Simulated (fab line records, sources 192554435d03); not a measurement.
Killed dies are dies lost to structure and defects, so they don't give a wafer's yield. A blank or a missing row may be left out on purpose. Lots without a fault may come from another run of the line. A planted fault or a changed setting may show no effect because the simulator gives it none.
fab line records | flow n5_finfet
record lots=10 wafers=30 last_day=17
route steps=1938 shown START@1 WELL_APT@30 BEOL_M4@1111 PASSIVATION@1936
lots that met no fault: from a run of the same line without faults
start_h: hours from the record's first day to the start of the lot's first wafer shown | wait_h: hours since the lot's step before | " the same as in the row above | L1.1+2: a row that stands for several wafers | - no value, or no start given | * or withheld: withheld | < > ~ a bound
route shown NAME@n: a module of which the file shows steps, and the number in the route of the first | usual: mean/standard deviation of fault-free wafers | same: alike in all rows | chamber/n: place in a boat | sites: the reading at each site | _std_site: their standard deviation | _edge_site: outer sites' mean less inner sites' | radius_mm: how far each site lies from the wafer's centre | mask NAME#n: copy n | behind: the tool/chamber that last shaped the wafer | hold: why the lot was held/for how many hours/how that ended | device: the transistor (n, p or np) that didn't switch | end of line: the same wafers' tests at the end of the route | a step without rows: its recipe alone | killed: dies lost to structure and defects at the first sort, not the wafer's yield | map: a wafer's dies, x killed, . not, _ none there
set.NAME: the setting as run; set.NAME@STEP: as run at that earlier step | model.NAME: the simulator's own value behind a step, which no gauge read
steps of the route over a sample of lots; a table a step, a row a wafer
services: from which hour (start_h, from the record's first day; less than 0 if before it) a tool's chamber was out of use, for how many hours, and why
## steps
# step N5_START_INSPECT_01
# recipe inspect_instrument=unpatterned_scan mode=incoming
# usual raw_defect_count=5.8/2.5
# columns lot.wafer tool chamber start_h wait_h raw_defect_count
L669.3 defect_inspect-02 - 24.03 - 4
L669.5 " - " " 3
L669.6 " - " " 4
L671.2 defect_inspect-02 - 36.03 - 5
L671.3 " - " " 4
L671.4 " - " " 3
L673.3 defect_inspect-02 - 48.04 - 4
L673.4 " - " " 9
L673.6 " - " " 7
L677.2 defect_inspect-01 - 72.03 - 5
L677.3 " - " " 1
L677.4 " - " " 6
L680.1 defect_inspect-02 - 90.03 - 9
L680.2 " - " " 9
L680.4 " - " " 8
L681.2 defect_inspect-02 - 96.03 - 4
L681.5 " - " " 6
L681.6 " - " " 11
L682.1 defect_inspect-02 - 102.03 - 5
L682.4 " - " " 2
L682.6 " - " " 4
L684.2 defect_inspect-01 - 114.03 - 4
L684.4 " - " " 7
L684.6 " - " " 5
L687.1 defect_inspect-01 - 132.03 - 5
L687.5 " - " " 7
L687.6 " - " " 7
L690.3 defect_inspect-02 - 150.03 - 3
L690.5 " - " " 12
L690.6 " - " " 1
# step N5_WELL_APT_INSPECT_10
# recipe mode=adi inspect_instrument=macro
# usual raw_defect_count=1.8/1.4
# columns lot.wafer tool chamber start_h wait_h raw_defect_count
L669.3 defect_inspect-02 - 25.63 0.0 0
L669.5 " - " " 3
L669.6 " - " " 0
L671.2 defect_inspect-01 - 37.76 0.0 4
L671.3 " - " " 3
L671.4 " - " " 4
L673.3 defect_inspect-02 - 50.10 0.0 6
L673.4 " - " " 4
L673.6 " - " " 3
L677.2 defect_inspect-01 - 74.08 0.0 3
L677.3 " - " " 0
L677.4 " - " " 0
L680.1 defect_inspect-02 - 91.61 0.0 3
L680.2 " - " " 2
L680.4 " - " " 1
L681.2 defect_inspect-01 - 97.84 0.0 6
L681.5 " - " " 2
L681.6 " - " " 3
L682.1 defect_inspect-02 - 103.74 0.0 0
L682.4 " - " " 3
L682.6 " - " " 4
L684.2 defect_inspect-02 - 116.23 0.0 1
L684.4 " - " " 1
L684.6 " - " " 1
L687.1 defect_inspect-01 - 133.77 0.0 5
L687.5 " - " " 1
L687.6 " - " " 5
L690.3 defect_inspect-02 - 151.61 0.0 1
L690.5 " - " " 3
L690.6 " - " " 1
# step N5_WELL_APT_IMPLANT_15
# recipe species=As energy_kev=25 dose_cm2=1.5e+13 tilt_deg=0 rotation_deg=0
# usual dose_ions_cm2=1.4998e+13/1.4e+10 faraday_current_uA=190/3.8 tilt_deg=-0.002/0.017
# columns lot.wafer tool chamber start_h wait_h dose_ions_cm2 faraday_current_uA tilt_deg
L669.3 implanter-01 0 26.00 0.1 1.501e+13 191 0.014
L669.5 " 0 " " 1.5002e+13 184 0.007
L669.6 " 0 " " 1.5011e+13 191 0.026
L671.2 implanter-02 0 38.10 0.1 1.5021e+13 193 0.009
L671.3 " 0 " " 1.4986e+13 186 -0.011
L671.4 " 0 " " 1.4997e+13 196 -0.035
L673.3 implanter-02 0 50.47 0.1 1.4981e+13 195 0.021
L673.4 " 0 " " 1.5004e+13 191 -0.015
L673.6 " 0 " " 1.4995e+13 193 0.003
L677.2 implanter-02 0 74.43 0.1 1.5004e+13 187 -0.022
L677.3 " 0 " " 1.5005e+13 194 0.005
L677.4 " 0 " " 1.5012e+13 190 -0.003
L680.1 implanter-01 0 91.92 0.1 1.5004e+13 187 -0.008
L680.2 " 0 " " 1.5005e+13 194 -0.002
L680.4 " 0 " " 1.4983e+13 191 0.014
L681.2 implanter-02 0 98.19 0.1 1.6466e+13 204 0.003
L681.5 " 0 " " 1.6494e+13 211 -0.027
L681.6 " 0 " " 1.6463e+13 210 -0.030
L682.1 implanter-02 0 104.05 0.1 1.6476e+13 207 -0.017
L682.4 " 0 " " 1.6474e+13 206 -0.025
L682.6 " 0 " " 1.6473e+13 208 -0.033
L684.2 implanter-02 0 116.57 0.1 1.6458e+13 212 0.004
L684.4 " 0 " " 1.6476e+13 214 -0.017
L684.6 " 0 " " 1.6477e+13 210 -0.011
L687.1 implanter-01 0 134.77 0.1 1.4984e+13 194 0.023
L687.5 " 0 " " 1.4987e+13 190 0.057
L687.6 " 0 " " 1.5022e+13 198 0.004
L690.3 implanter-01 0 152.17 0.1 1.5011e+13 186 -0.006
L690.5 " 0 " " 1.5027e+13 185 0.004
L690.6 " 0 " " 1.4998e+13 187 0.007
# step N5_WELL_APT_DESCUM_30
# recipe chemistry=O2 time_s=7.9 source_power_w=50 bias_power_w=20 pressure_mtorr=20 rf_frequency_hz=2.712e+07 temp_c=40 o2_flow_sccm=225
# usual drypump_motor_current_A=5.5/0.37 oes_product_au=0.77/0.078 rf_vpp_V=243.2/1.5 showerhead_plenum_p_Torr=2.09/0.086 throttle_valve_pct=20.44/0.21
# columns lot.wafer tool chamber start_h wait_h drypump_motor_current_A oes_product_au rf_hours_counter_h rf_vpp_V showerhead_plenum_p_Torr throttle_valve_pct
L669.3 rie_diel-05 0 26.93 0.1 4.8 0.76 147 240.6 1.98 20.29
L669.5 " 2 " " 5.7 0.83 - 241.0 1.95 20.87
L669.6 " 3 " " 5.0 0.76 - 246.2 2.17 20.39
L671.2 rie_diel-01 1 39.04 0.0 5.2 0.82 101 244.5 2.09 20.32
L671.3 " 3 " " 6.0 0.74 153 245.0 2.21 20.65
L671.4 " 2 " " 5.4 0.92 18 243.6 2.18 20.58
L673.3 rie_diel-01 3 51.27 0.0 5.9 0.75 157 244.6 2.21 20.66
L673.4 " 1 " " 5.2 0.81 104 243.8 2.08 20.33
L673.6 " 2 " " 5.4 0.91 - 243.7 2.18 20.59
L677.2 rie_diel-05 1 75.24 0.0 5.6 0.85 35 242.4 2.05 20.14
L677.3 " 0 " " 4.9 0.75 163 241.5 1.97 20.32
L677.4 " 2 " " 5.7 0.81 107 241.2 1.95 20.89
L680.1 rie_diel-04 0 93.06 0.2 6.0 0.69 232 246.3 2.15 20.41
L680.2 " 2 " " 5.7 0.73 203 244.1 2.14 20.56
L680.4 " 1 " " 5.6 0.72 208 242.5 1.96 20.28
L681.2 rie_diel-04 2 99.33 0.1 5.7 0.72 205 244.3 2.14 20.57
L681.5 " 2 " " 5.7 0.72 - 244.8 2.14 20.57
L681.6 " 1 " " 5.6 0.72 - 240.8 1.96 20.27
L682.1 rie_diel-05 1 105.13 0.3 5.6 0.83 48 241.5 2.04 20.16
L682.4 " 2 " " 5.7 0.80 119 240.6 1.94 20.91
L682.6 " 1 " " 5.6 0.82 - 243.3 2.04 20.15
L684.2 rie_diel-04 2 117.38 0.0 5.7 0.71 212 243.2 2.14 20.60
L684.4 " 3 " " 5.1 0.68 237 244.7 2.16 20.44
L684.6 " 0 " " 6.0 0.68 - 243.3 2.14 20.42
L687.1 rie_diel-05 0 135.73 0.0 4.9 0.73 183 242.4 1.97 20.36
L687.5 " 2 " " 5.7 0.78 - 241.5 1.94 20.92
L687.6 " 1 " " 5.6 0.82 - 241.9 2.04 20.15
L690.3 rie_diel-01 2 153.08 0.0 5.4 0.84 59 244.5 2.17 20.63
L690.5 " 0 " " 6.0 0.94 - 243.6 2.02 20.00
L690.6 " 1 " " 5.2 0.77 - 242.1 2.07 20.37
# step N5_BEOL_M4_RC_MEAS_101
# usual DIBL_N=36.1/2 DIBL_P=36.3/2.4 IOFF_N=0.15/0.035 IOFF_P=0.21/0.039 ION_N=672/15 ION_P=463/9.7 SS_N=71.5/0.7 SS_P=73.2/0.75 VT_N=251/3.6 VT_P=-250/3.8
# columns lot.wafer tool chamber start_h wait_h DIBL_N[mV/V] DIBL_P[mV/V] IOFF_N[nA/um] IOFF_P[nA/um] ION_N[uA/um] ION_P[uA/um] SS_N[mV/dec] SS_P[mV/dec] VT_N[mV] VT_P[mV]
L669.3 prober-01 0 176.51 0.3 32.3 33.3 0.11 0.18 672 481 71.6 72.3 254 -248
L669.5 " 0 " " 37.0 38.7 0.19 0.27 694 481 71.2 73.3 247 -245
L669.6 " 0 " " 35.8 37.5 0.16 0.25 688 484 71.5 73.6 249 -247
L671.2 prober-01 0 196.05 0.2 34.1 36.1 0.14 0.20 670 461 71.1 72.7 248 -250
L671.3 " 0 " " 37.2 39.6 0.17 0.26 664 463 71.7 73.7 250 -250
L671.4 " 0 " " 35.7 36.1 0.15 0.19 660 458 72.0 72.8 251 -252
L673.3 prober-02 0 206.71 0.3 39.7 39.7 0.20 0.22 671 456 72.8 74.2 247 -252
L673.4 " 0 " " 37.9 38.4 0.16 0.20 676 462 72.7 73.3 250 -257
L673.6 " 0 " " 37.7 38.9 0.17 0.20 669 453 72.5 73.7 249 -253
L677.2 prober-01 0 221.44 0.2 34.6 34.5 0.12 0.15 653 442 72.0 72.8 256 -254
L677.3 " 0 " " 36.7 38.1 0.17 0.21 671 457 72.0 73.1 248 -253
L677.4 " 0 " " 38.2 38.4 0.17 0.20 670 453 71.8 73.3 253 -254
L680.1 prober-01 0 252.42 0.0 36.8 38.0 0.18 0.25 691 474 71.4 74.8 247 -247
L680.2 " 0 " " 37.1 37.9 0.18 0.26 684 473 71.4 73.8 249 -247
L680.4 " 0 " " 34.5 34.3 0.13 0.20 663 459 70.8 73.7 249 -251
L681.2 prober-02 0 252.43 0.2 37.0 37.2 0.17 0.23 696 473 71.3 72.7 247 -248
L681.5 " 0 " " 34.1 33.6 0.12 0.17 655 457 70.9 72.2 253 -253
L681.6 " 0 " " 35.9 35.8 0.15 0.20 687 474 70.9 73.0 252 -252
L682.1 prober-01 0 263.92 0.0 35.3 34.9 0.14 0.22 673 471 71.3 72.7 249 -248
L682.4 " 0 " " 39.3 39.6 0.23 0.30 675 467 72.1 73.4 247 -242
L682.6 " 0 " " 34.5 34.0 0.14 0.21 684 476 70.8 72.3 248 -248
L684.2 prober-02 0 279.34 0.2 37.7 37.9 0.17 0.25 685 477 72.1 73.7 249 -248
L684.4 " 0 " " 36.5 36.7 0.17 0.25 682 478 71.6 73.6 249 -247
L684.6 " 0 " " 33.0 32.1 0.10 0.16 655 458 70.3 71.6 259 -254
L687.1 prober-02 0 287.61 0.0 36.1 38.5 0.17 0.24 673 474 71.7 74.1 250 -250
L687.5 " 0 " " 34.5 35.5 0.14 0.20 666 462 72.0 73.4 250 -251
L687.6 " 0 " " 33.7 33.6 0.12 0.17 662 456 71.0 72.7 252 -255
L690.3 prober-02 0 306.90 0.3 37.6 36.7 0.17 0.24 673 467 71.1 74.5 249 -247
L690.5 " 0 " " 35.1 33.4 0.13 0.19 661 461 70.7 72.1 252 -249
L690.6 " 0 " " 38.3 38.3 0.19 0.27 701 481 71.2 73.5 247 -243
# step N5_PASSIVATION_PROBE_49
# usual defect_limited_yield=91.1/1.6 killed_at_M0_to_M3=35/11 killed_at_M4_up=13/5.4 killed_at_contacts=13/6.5 killed_at_front_end=40/14 killed_at_other=4/3.1 killed_dies=105/18 killed_open=69/14 killed_short=34/7.3 sort_bin_5_function=5.2/0.96 sort_bin_6_memory=3.4/0.77 sort_bin_8_speed=0.02/0.13 sort_n_pass=1075/19
# same gross_dies=1180 killed_at_back_side=0 sort_bin_4_leakage[%]=0
# columns lot.wafer tool chamber start_h wait_h defect_limited_yield[%] killed_at_M0_to_M3 killed_at_M4_up killed_at_contacts killed_at_front_end killed_at_other killed_dies killed_open killed_short sort_bin_5_function[%] sort_bin_6_memory[%] sort_bin_8_speed[%] sort_n_pass
L669.3 prober-01 - 281.69 0.1 93.9 31 12 5 21 3 72 46 20 4.2 1.7 0 1108
L669.5 prober-01 - 281.79 0.2 93.6 28 10 3 33 1 75 46 28 3.1 2.9 0 1105
L669.6 prober-01 - 281.84 0.3 91.5 40 3 14 35 8 100 62 38 5.2 2.8 0 1080
L671.2 prober-02 - 303.55 0.1 93.2 32 18 2 27 1 80 53 26 3.2 3.3 0 1100
L671.3 prober-02 - 303.60 0.1 93.7 37 8 2 26 1 74 42 32 3.4 2.8 0 1106
L671.4 prober-02 - 303.65 0.2 88.9 49 11 12 55 4 131 97 33 6.0 4.8 0 1049
L673.3 prober-02 - 314.05 0.1 90.8 35 14 17 39 3 108 72 36 5.3 3.6 0 1072
L673.4 prober-02 - 314.10 0.2 90.8 42 12 14 35 6 109 71 30 5.0 3.3 0 1071
L673.6 prober-02 - 314.20 0.3 91.1 31 9 26 38 1 105 74 30 5.7 3.1 0 1075
L677.2 prober-01 - 328.54 0.1 89.6 51 16 12 39 5 123 79 41 6.4 4.0 0 1057
L677.3 prober-01 - 328.59 0.1 88.4 45 25 14 39 14 137 86 48 5.5 5.3 0 1043
L677.4 prober-01 - 328.64 0.2 90.3 25 27 21 39 3 115 78 36 5.6 3.6 0 1065
L681.2 prober-02 - 364.03 0.1 90.0 31 9 25 48 5 118 82 35 5.5 4.4 0 1062
L681.5 prober-02 - 364.18 0.2 91.1 29 9 24 38 5 105 65 37 4.9 3.2 0 1075
L681.6 prober-02 - 364.23 0.3 90.6 29 8 33 39 2 111 78 33 6.5 2.7 0 1069
L680.1 prober-02 - 367.88 0.0 91.1 44 15 9 29 8 105 75 26 5.3 3.2 0 1075
L680.2 prober-02 - 367.93 0.1 87.9 46 20 11 61 5 143 99 38 6.7 5.0 0 1037
L680.4 prober-02 - 368.03 0.2 91.9 45 13 3 30 5 96 63 32 5.2 2.7 0 1084
L682.1 prober-01 - 369.98 0.0 91.1 43 16 11 33 2 105 70 32 5.3 3.5 0 1075
L682.4 prober-01 - 370.13 0.2 89.9 52 13 14 34 6 119 75 42 5.9 3.6 0 1061
L682.6 prober-01 - 370.23 0.3 91.6 42 10 14 32 1 99 63 33 5.0 3.1 0 1081
L684.2 prober-02 - 381.19 0.1 89.7 57 10 10 43 2 122 75 42 6.4 3.5 0 1058
L684.4 prober-02 - 381.29 0.2 88.8 55 8 15 51 3 132 92 40 6.4 4.2 0 1048
L684.6 prober-02 - 381.39 0.3 88.2 54 10 19 56 0 139 94 41 7.5 3.6 0 1041
L687.1 prober-01 - 398.01 0.0 94.1 16 6 16 22 10 70 48 20 3.2 2.6 0 1110
L687.5 prober-01 - 398.21 0.2 89.7 52 12 9 46 3 122 90 30 6.9 3.3 0 1058
L687.6 prober-01 - 398.26 0.3 91.3 22 10 36 33 2 103 71 29 4.7 3.4 0 1077
L690.3 prober-02 - 413.90 0.1 88.7 29 21 11 72 0 133 93 35 6.2 4.5 0.34 1047
L690.5 prober-02 - 414.00 0.2 91.9 23 8 14 49 1 95 61 33 4.7 3.2 0 1085
L690.6 prober-02 - 414.05 0.3 91.8 16 20 10 43 8 97 74 21 4.9 3.2 0 1083
# killed by level:class
L669.3 BEOL_M0_SAQP:geometric_particle:open=11 BEOL_M0_SAQP:geometric_particle:short=7 FIN_SAQP:geometric_particle:open=5 MOL_CONTACT_COAG:geometric_particle:open=4 BEOL_M1:geometric_particle:open=4 FIN_SAQP:geometric_particle:short=3 DUMMY_GATE:geometric_particle:open=3 BEOL_M2:geometric_particle:open=3
L669.5 BEOL_M0_SAQP:geometric_particle:short=9 BEOL_M2:geometric_particle:open=7 BEOL_M0_SAQP:geometric_particle:open=6 BEOL_M5:geometric_particle:open=5 STI_FIN_REVEAL:geometric_particle:open=5 FIN_SAQP:geometric_particle:open=4 STARTING-WAFER:geometric_particle:short=4 DUMMY_GATE:geometric_particle:open=3
L669.6 BEOL_M1:geometric_particle:open=13 MOL_CONTACT_COAG:geometric_particle:open=10 BEOL_M2:geometric_particle:open=7 STI_FIN_REVEAL:geometric_particle:open=6 FIN_SAQP:geometric_particle:open=5 ILD0:geometric_particle:short=5 BEOL_M0_SAQP:geometric_particle:open=5 BEOL_M0_SAQP:geometric_particle:short=5
L671.2 BEOL_M4:geometric_particle:open=14 BEOL_M2:geometric_particle:open=10 FIN_SAQP:geometric_particle:short=6 BEOL_M3:geometric_particle:open=5 STARTING-WAFER:geometric_particle:short=5 STI_FIN_REVEAL:geometric_particle:open=4 DUMMY_GATE:geometric_particle:open=4 BEOL_M0_SAQP:geometric_particle:open=4
L671.3 BEOL_M0_SAQP:geometric_particle:short=17 BEOL_M0_SAQP:geometric_particle:open=8 DUMMY_GATE:geometric_particle:open=6 FIN_SAQP:geometric_particle:open=5 STI_FIN_REVEAL:geometric_particle:open=4 BEOL_M4:geometric_particle:open=4 FIN_SAQP:geometric_particle:short=3 BEOL_M2:geometric_particle:open=3
L671.4 STI_FIN_REVEAL:geometric_particle:open=19 BEOL_M0_SAQP:geometric_particle:open=18 MOL_CONTACT_COAG:geometric_particle:open=10 BEOL_M0_SAQP:geometric_particle:short=9 FIN_SAQP:geometric_particle:open=8 BEOL_M2:geometric_particle:open=7 BEOL_M3:geometric_particle:open=7 DUMMY_GATE:geometric_particle:open=6
L673.3 MOL_CONTACT_COAG:geometric_particle:open=13 STI_FIN_REVEAL:geometric_particle:open=12 BEOL_M2:geometric_particle:open=12 FIN_SAQP:geometric_particle:short=7 BEOL_M1:geometric_particle:open=5 BEOL_M5:geometric_particle:open=5 STI_FIN_REVEAL:geometric_particle:short=4 BEOL_M0_SAQP:geometric_particle:short=4
L673.4 BEOL_M2:geometric_particle:open=16 MOL_CONTACT_COAG:geometric_particle:open=10 STI_FIN_REVEAL:geometric_particle:open=7 BEOL_M0_SAQP:geometric_particle:open=7 HKMG_FIN:area_etch=7 BEOL_M0_SAQP:geometric_particle:short=5 MOL_CONTACT_COAG:geometric_particle:short=4 BEOL_M2:geometric_particle:short=4
L673.6 MOL_CONTACT_COAG:geometric_particle:open=21 BEOL_M2:geometric_particle:open=11 FIN_SAQP:geometric_particle:open=9 STI_FIN_REVEAL:geometric_particle:open=5 BEOL_M3:geometric_particle:open=5 MOL_CONTACT_COAG:geometric_particle:short=5 STARTING-WAFER:geometric_particle:short=5 GATE_CUT:geometric_particle:open=4
L677.2 BEOL_M3:geometric_particle:open=15 BEOL_M0_SAQP:geometric_particle:open=13 MOL_CONTACT_COAG:geometric_particle:open=10 BEOL_M4:geometric_particle:open=9 BEOL_M0_SAQP:geometric_particle:short=8 GATE_CUT:geometric_particle:short=7 FIN_SAQP:geometric_particle:open=5 FIN_SAQP:geometric_particle:short=5
L677.3 BEOL_M4:geometric_particle:open=15 MOL_CONTACT_COAG:geometric_particle:open=12 FIN_SAQP:geometric_particle:open=11 BEOL_M0_SAQP:geometric_particle:short=9 BEOL_M2:geometric_particle:open=9 BEOL_M3:geometric_particle:open=9 GATE_CUT:geometric_particle:short=7 BEOL_M0_SAQP:geometric_particle:open=7
L677.4 BEOL_M4:geometric_particle:open=17 MOL_CONTACT_COAG:geometric_particle:open=15 BEOL_M3:geometric_particle:open=10 FIN_SAQP:geometric_particle:open=9 MOL_CONTACT_COAG:geometric_particle:short=6 BEOL_M4:geometric_particle:short=6 STI_FIN_REVEAL:geometric_particle:open=5 ILD0:geometric_particle:short=5
L681.2 FIN_SAQP:geometric_particle:open=18 MOL_CONTACT_COAG:geometric_particle:open=18 BEOL_M0_SAQP:geometric_particle:open=11 FIN_SAQP:geometric_particle:short=9 BEOL_M2:geometric_particle:open=9 MOL_CONTACT_COAG:geometric_particle:short=7 BEOL_M4:geometric_particle:open=4 STI_FIN_REVEAL:geometric_particle:open=3
L681.5 MOL_CONTACT_COAG:geometric_particle:open=19 BEOL_M0_SAQP:geometric_particle:short=10 FIN_SAQP:geometric_particle:short=9 STI_FIN_REVEAL:geometric_particle:open=8 BEOL_M3:geometric_particle:open=8 BEOL_M4:geometric_particle:open=6 FIN_SAQP:geometric_particle:open=5 MOL_CONTACT_COAG:geometric_particle:short=5
L681.6 MOL_CONTACT_COAG:geometric_particle:open=30 FIN_SAQP:geometric_particle:short=9 BEOL_M0_SAQP:geometric_particle:open=7 GATE_CUT:geometric_particle:open=6 FIN_SAQP:geometric_particle:open=5 BEOL_M2:geometric_particle:open=5 STI_FIN_REVEAL:geometric_particle:open=4 BEOL_M4:geometric_particle:open=4
L680.1 BEOL_M1:geometric_particle:open=14 BEOL_M0_SAQP:geometric_particle:open=11 BEOL_M2:geometric_particle:open=8 MOL_CONTACT_COAG:geometric_particle:open=7 BEOL_M4:geometric_particle:open=7 STI_FIN_REVEAL:geometric_particle:open=5 BEOL_M0_SAQP:geometric_particle:short=5 DUMMY_GATE:geometric_particle:open=4
L680.2 FIN_SAQP:geometric_particle:open=21 BEOL_M2:geometric_particle:open=14 FIN_SAQP:geometric_particle:short=9 MOL_CONTACT_COAG:geometric_particle:open=9 STI_FIN_REVEAL:geometric_particle:open=8 DUMMY_GATE:geometric_particle:open=8 BEOL_M0_SAQP:geometric_particle:open=8 BEOL_M0_SAQP:geometric_particle:short=7
L680.4 BEOL_M0_SAQP:geometric_particle:open=12 BEOL_M1:geometric_particle:open=11 BEOL_M0_SAQP:geometric_particle:short=8 STI_FIN_REVEAL:geometric_particle:open=7 FIN_SAQP:geometric_particle:open=6 GATE_CUT:geometric_particle:short=6 BEOL_M2:geometric_particle:open=6 BEOL_M4:geometric_particle:open=6
L682.1 BEOL_M0_SAQP:geometric_particle:open=15 BEOL_M1:geometric_particle:open=10 BEOL_M5:geometric_particle:open=8 FIN_SAQP:geometric_particle:short=7 MOL_CONTACT_COAG:geometric_particle:open=7 FIN_SAQP:geometric_particle:open=6 BEOL_M0_SAQP:geometric_particle:short=6 BEOL_M3:geometric_particle:open=6
L682.4 BEOL_M0_SAQP:geometric_particle:open=14 MOL_CONTACT_COAG:geometric_particle:open=12 BEOL_M0_SAQP:geometric_particle:short=12 BEOL_M2:geometric_particle:open=11 FIN_SAQP:geometric_particle:short=10 BEOL_M3:geometric_particle:open=8 FIN_SAQP:geometric_particle:open=6 GATE_CUT:geometric_particle:short=5
L682.6 BEOL_M0_SAQP:geometric_particle:short=12 MOL_CONTACT_COAG:geometric_particle:open=11 BEOL_M0_SAQP:geometric_particle:open=10 STI_FIN_REVEAL:geometric_particle:open=8 BEOL_M1:geometric_particle:open=6 BEOL_M3:geometric_particle:open=5 BEOL_M4:geometric_particle:open=5 FIN_SAQP:geometric_particle:short=4
L684.2 BEOL_M0_SAQP:geometric_particle:open=14 FIN_SAQP:geometric_particle:open=13 BEOL_M1:geometric_particle:open=11 BEOL_M3:geometric_particle:open=9 BEOL_M0_SAQP:geometric_particle:short=8 MOL_CONTACT_COAG:geometric_particle:open=7 FIN_SAQP:geometric_particle:short=6 BEOL_M1:geometric_particle:short=6
L684.4 STI_FIN_REVEAL:geometric_particle:open=22 BEOL_M3:geometric_particle:open=15 MOL_CONTACT_COAG:geometric_particle:open=14 BEOL_M1:geometric_particle:open=11 BEOL_M0_SAQP:geometric_particle:open=9 BEOL_M0_SAQP:geometric_particle:short=9 FIN_SAQP:geometric_particle:short=6 DUMMY_GATE:geometric_particle:open=5
L684.6 STI_FIN_REVEAL:geometric_particle:open=25 MOL_CONTACT_COAG:geometric_particle:open=17 BEOL_M0_SAQP:geometric_particle:open=10 BEOL_M1:geometric_particle:short=10 BEOL_M1:geometric_particle:open=10 BEOL_M0_SAQP:geometric_particle:short=8 FIN_SAQP:geometric_particle:open=7 FIN_SAQP:geometric_particle:short=6
L687.1 MOL_CONTACT_COAG:geometric_particle:open=15 BEOL_M3:geometric_particle:open=6 PASS1_CAP:geometric_particle:open=6 STARTING-WAFER:geometric_particle:open=5 FIN_SAQP:geometric_particle:short=3 DUMMY_GATE:geometric_particle:open=3 BEOL_M0_SAQP:geometric_particle:short=3 STARTING-WAFER:geometric_particle:short=3
L687.5 BEOL_M3:geometric_particle:open=17 FIN_SAQP:geometric_particle:open=16 BEOL_M2:geometric_particle:open=11 FIN_SAQP:geometric_particle:short=9 BEOL_M0_SAQP:geometric_particle:open=9 MOL_CONTACT_COAG:geometric_particle:open=8 BEOL_M0_SAQP:geometric_particle:short=5 ILD0:geometric_particle:short=4
L687.6 MOL_CONTACT_COAG:geometric_particle:open=29 STI_FIN_REVEAL:geometric_particle:open=7 MOL_CONTACT_COAG:geometric_particle:short=7 BEOL_M2:geometric_particle:open=7 FIN_SAQP:geometric_particle:short=5 BEOL_M0_SAQP:geometric_particle:short=4 BEOL_M0_SAQP:geometric_particle:open=4 STARTING-WAFER:geometric_particle:open=4
L690.3 STI_FIN_REVEAL:geometric_particle:open=25 FIN_SAQP:geometric_particle:open=17 FIN_SAQP:geometric_particle:short=11 BEOL_M4:geometric_particle:open=11 MOL_CONTACT_COAG:geometric_particle:open=10 DUMMY_GATE:geometric_particle:open=5 BEOL_M1:geometric_particle:short=5 BEOL_M1:geometric_particle:open=5
L690.5 FIN_SAQP:geometric_particle:open=18 MOL_CONTACT_COAG:geometric_particle:open=10 BEOL_M1:geometric_particle:short=9 DUMMY_GATE:geometric_particle:open=6 STARTING-WAFER:geometric_particle:open=6 FIN_SAQP:geometric_particle:short=5 BEOL_M1:geometric_particle:open=5 STARTING-WAFER:geometric_particle:short=5
L690.6 FIN_SAQP:geometric_particle:open=17 DUMMY_GATE:geometric_particle:open=11 BEOL_M4:geometric_particle:open=10 MOL_CONTACT_COAG:geometric_particle:open=8 FIN_SAQP:geometric_particle:short=5 BEOL_M3:geometric_particle:open=5 PAD_METAL:geometric_particle:open=4 BEOL_M0:geometric_particle:open=3
## services
# columns tool chamber start_h hours kind
rie_diel-04 1 40.26 9.4 repair
rie_diel-01 - 42.74 2.8 pm
rie_diel-01 0 53.24 - clean
rie_diel-01 0 53.24 - consumable_replace:focus_ring
rie_diel-01 0 53.24 17.3 scheduled_down
rie_diel-01 0 53.24 17.3 vent_cycle
rie_diel-04 - 64.98 1.1 repair
rie_diel-01 1 81.27 3.3 repair
rie_diel-04 - 81.92 2.8 pm
rie_diel-04 0 146.67 - clean
rie_diel-04 0 146.67 - consumable_replace:focus_ring
rie_diel-04 0 146.67 13.9 scheduled_down
rie_diel-04 0 146.67 13.9 vent_cycle
rie_diel-05 0 148.21 4.6 repair
## key
first_sign step=N5_WELL_APT_IMPLANT_15 reading=dose_ions_cm2 direction=up sigmas=99+ usual=1.4998e+13 struck=1.6473e+13
effect step=N5_WELL_APT_IMPLANT_15 reading=faraday_current_uA direction=up sigmas=5 usual=190 struck=209
met_at N5_WELL_APT_IMPLANT_15
struck_lots L681,L682,L684
not_acting_at N5_START_INSPECT_01,N5_WELL_APT_INSPECT_10,N5_WELL_APT_DESCUM_30
onset_between 74.43 98.19
fault kind=process_parameter_drift tool=implanter-02 chamber=- onset_h=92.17 steps=N5_WELL_APT_IMPLANT_15 channel=dose_cm2 offset=1.4753e+12 shape=step end_h=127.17 acts_in=these_recipes_only stated=1.5e+13
